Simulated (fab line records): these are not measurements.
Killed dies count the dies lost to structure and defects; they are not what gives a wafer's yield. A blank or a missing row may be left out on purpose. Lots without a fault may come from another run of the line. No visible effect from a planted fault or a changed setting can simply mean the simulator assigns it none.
Split-lot trial :: flow n5 finfet :: route with 1938 steps; 7 lots, 21 wafers read

== ON THE SPLIT ==
At N5_BEOL_M5_ETCH_72 (etches underlayer in N2/H2, target depth 6.5 nm, time 5.2 s), the setting bias w was moved away from the recipe's 150 W on 5 of the 21 wafers read, by -5.5% to +14.3%. The other wafers ran this setting at the recipe's value.

The reading comes from the split's own step.

== THE READING ==
rf vpp V, in V, at N5_BEOL_M5_ETCH_72 (etches underlayer in N2/H2, target depth 6.5 nm, time 5.2 s). A value of 524.1 V with a standard deviation of 2.9 V is what fault-free wafers of this fab line usually give.

wafer: L077.1
tool, chamber at the split: rie diel-05, 1
bias w as run, W: 150
against the recipe: recipe
rf vpp V, V: 520.0
against lot-mates on the recipe: -

wafer: L077.2
tool, chamber at the split: rie diel-05, 0
bias w as run, W: 150
against the recipe: recipe
rf vpp V, V: 526.9
against lot-mates on the recipe: -

wafer: L077.5
tool, chamber at the split: rie diel-05, 2
bias w as run, W: 150
against the recipe: recipe
rf vpp V, V: 520.9
against lot-mates on the recipe: -

wafer: L079.4
tool, chamber at the split: rie diel-06, 1
bias w as run, W: 171.5
against the recipe: +14.3%
rf vpp V, V: 573.9
against lot-mates on the recipe: +54.1

wafer: L079.5
tool, chamber at the split: rie diel-06, 2
bias w as run, W: 150
against the recipe: recipe
rf vpp V, V: 518.0
against lot-mates on the recipe: -

wafer: L079.6
tool, chamber at the split: rie diel-06, 3
bias w as run, W: 150
against the recipe: recipe
rf vpp V, V: 521.6
against lot-mates on the recipe: -

wafer: L082.1
tool, chamber at the split: rie diel-05, 3
bias w as run, W: 150
against the recipe: recipe
rf vpp V, V: 526.7
against lot-mates on the recipe: -

wafer: L082.4
tool, chamber at the split: rie diel-05, 1
bias w as run, W: 150
against the recipe: recipe
rf vpp V, V: 521.0
against lot-mates on the recipe: -

wafer: L082.5
tool, chamber at the split: rie diel-05, 1
bias w as run, W: 150
against the recipe: recipe
rf vpp V, V: 520.9
against lot-mates on the recipe: -

wafer: L086.1
tool, chamber at the split: rie diel-03, 0
bias w as run, W: 150
against the recipe: recipe
rf vpp V, V: 523.2
against lot-mates on the recipe: -

wafer: L086.3
tool, chamber at the split: rie diel-03, 2
bias w as run, W: 150
against the recipe: recipe
rf vpp V, V: 525.3
against lot-mates on the recipe: -

wafer: L086.5
tool, chamber at the split: rie diel-03, 1
bias w as run, W: 150
against the recipe: recipe
rf vpp V, V: 524.4
against lot-mates on the recipe: -

wafer: L087.2
tool, chamber at the split: rie diel-05, 1
bias w as run, W: 150
against the recipe: recipe
rf vpp V, V: 521.9
against lot-mates on the recipe: -

wafer: L087.3
tool, chamber at the split: rie diel-05, 3
bias w as run, W: 150
against the recipe: recipe
rf vpp V, V: 527.7
against lot-mates on the recipe: -

wafer: L087.5
tool, chamber at the split: rie diel-05, 1
bias w as run, W: 150
against the recipe: recipe
rf vpp V, V: 520.5
against lot-mates on the recipe: -

wafer: L093.1
tool, chamber at the split: rie diel-06, 0
bias w as run, W: 159.6
against the recipe: +6.4%
rf vpp V, V: 548.6
against lot-mates on the recipe: +21.5

wafer: L093.5
tool, chamber at the split: rie diel-06, 1
bias w as run, W: 150
against the recipe: recipe
rf vpp V, V: 527.1
against lot-mates on the recipe: -

wafer: L093.6
tool, chamber at the split: rie diel-06, 0
bias w as run, W: 159.6
against the recipe: +6.4%
rf vpp V, V: 546.7
against lot-mates on the recipe: +19.6

wafer: L097.1
tool, chamber at the split: rie diel-03, 3
bias w as run, W: 141.7
against the recipe: -5.5%
rf vpp V, V: 505.5
against lot-mates on the recipe: -19.8

wafer: L097.4
tool, chamber at the split: rie diel-03, 0
bias w as run, W: 150
against the recipe: recipe
rf vpp V, V: 525.3
against lot-mates on the recipe: -

wafer: L097.6
tool, chamber at the split: rie diel-03, 1
bias w as run, W: 141.7
against the recipe: -5.5%
rf vpp V, V: 506.6
against lot-mates on the recipe: -18.7

FIT RESULTS
A straight line over all 21 wafers: rf vpp V changes by +3.51 V for each +1% of bias w; r = +0.98; the points scatter about the line by 2.8 V.
The same after taking each lot's own level away (the mean of its wafers on the recipe; 21 wafers): +3.59 V for each +1%; r = +0.99; scatter 2.4 V.
According to that fit, moving bias w by its largest amount changes the reading by 51 V.
Measured against the standard deviation above, the lots' own levels, which go from 519.80 to 527.10 V, span 2.5 times it.
So the lot-to-lot level changes the slope little: the two slopes agree.
Check: with one of the wafers moved furthest among these (+14.3%) left out of the fit, the line predicts +47.5 V for it against its lot-mates. It came out at +54.1 V against them.
Tool readings at the split's step, against how far the setting was moved: rf vpp V r = +0.98.

== OTHER SPLITS ON THESE WAFERS ==
Other splits were also applied to these wafers ahead of the reading. Each is held against what the fit with the lots' levels taken away leaves over:
other split on the same wafers: N5_BEOL_M1_COAT_61 spin rpm
wafers away from the commonest value: 8
r with rf vpp V (lot level and that fit taken away): -0.04

other split on the same wafers: N5_BEOL_M2_ETCH_69 bias w
wafers away from the commonest value: 7
r with rf vpp V (lot level and that fit taken away): +0.09

other split on the same wafers: N5_BEOL_M2_TRENCH_ETCH_37 source w
wafers away from the commonest value: 5
r with rf vpp V (lot level and that fit taken away): -0.20

other split on the same wafers: N5_BEOL_M3_ETCH_70 bias w
wafers away from the commonest value: 9
r with rf vpp V (lot level and that fit taken away): +0.41

other split on the same wafers: N5_BEOL_M4_COAT_67 spin rpm
wafers away from the commonest value: 6
r with rf vpp V (lot level and that fit taken away): +0.06

other split on the same wafers: N5_BEOL_M4_EXPOSE_25 dose mj
wafers away from the commonest value: 7
r with rf vpp V (lot level and that fit taken away): +0.32

other split on the same wafers: N5_BEOL_M5_COAT_05 spin rpm
wafers away from the commonest value: 4
r with rf vpp V (lot level and that fit taken away): -0.10

== FILE'S OWN FIT ==
rf vpp V changes by +3.65 V for each +1% of bias w, r = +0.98.
